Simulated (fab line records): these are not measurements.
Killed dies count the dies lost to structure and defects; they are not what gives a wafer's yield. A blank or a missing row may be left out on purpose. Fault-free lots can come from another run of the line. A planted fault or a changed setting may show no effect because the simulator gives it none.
Chamber matching -- flow n5Finfet -- N5_MOL_CONTACT_COAG_ALD_133 on aldSin-04: 4 sister chambers
The step deposits SiO2, target thk 5 nm, pulse time 1 s, co reactant pulse time 1 s. 4 wafers are shown with their chamber, then 9 later ones without.

WAFERS WITH THEIR CHAMBER
wafer,chamber,heaterPowerW (W)
L081.3,0,69
L086.5,3,97
L092.2,1,88
L092.6,2,86

WAFERS WHOSE CHAMBER IS MISSING
wafer,heaterPowerW (W)
L093.1,90
L093.2,68
L093.5,91
L095.1,86
L095.3,91
L095.5,87
L097.2,97
L097.4,92
L097.6,90

WHICH CHAMBER EACH ONE RAN IN
wafer,from the rows above,in truth
L093.1,can't be placed: 1 or 2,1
L093.2,0,0
L093.5,can't be placed: 1 or 2 or 3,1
L095.1,can't be placed: 2 or 1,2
L095.3,can't be placed: 1 or 2 or 3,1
L095.5,can't be placed: 1 or 2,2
L097.2,3,3
L097.4,can't be placed: 1 or 3 or 2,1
L097.6,can't be placed: 1 or 2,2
Correctly placed: 2 of 9. These rows do not allow placing 7 (true chamber among the candidates in 7). 0 placed wrongly.
How it was worked out, from the rows above alone: a wafer's distance from a chamber is the root of the sum, over the readings, of the square of ((its reading less the chamber's mean) divided by the reading's scatter). The wafer belongs to the nearest chamber; if the next one is less than 2 further off, it can't be placed. Each chamber's mean is taken over the wafers shown for it. The scatter: root of mean squared gap, hidden wafer to nearest shown wafer, with one shown wafer a chamber.
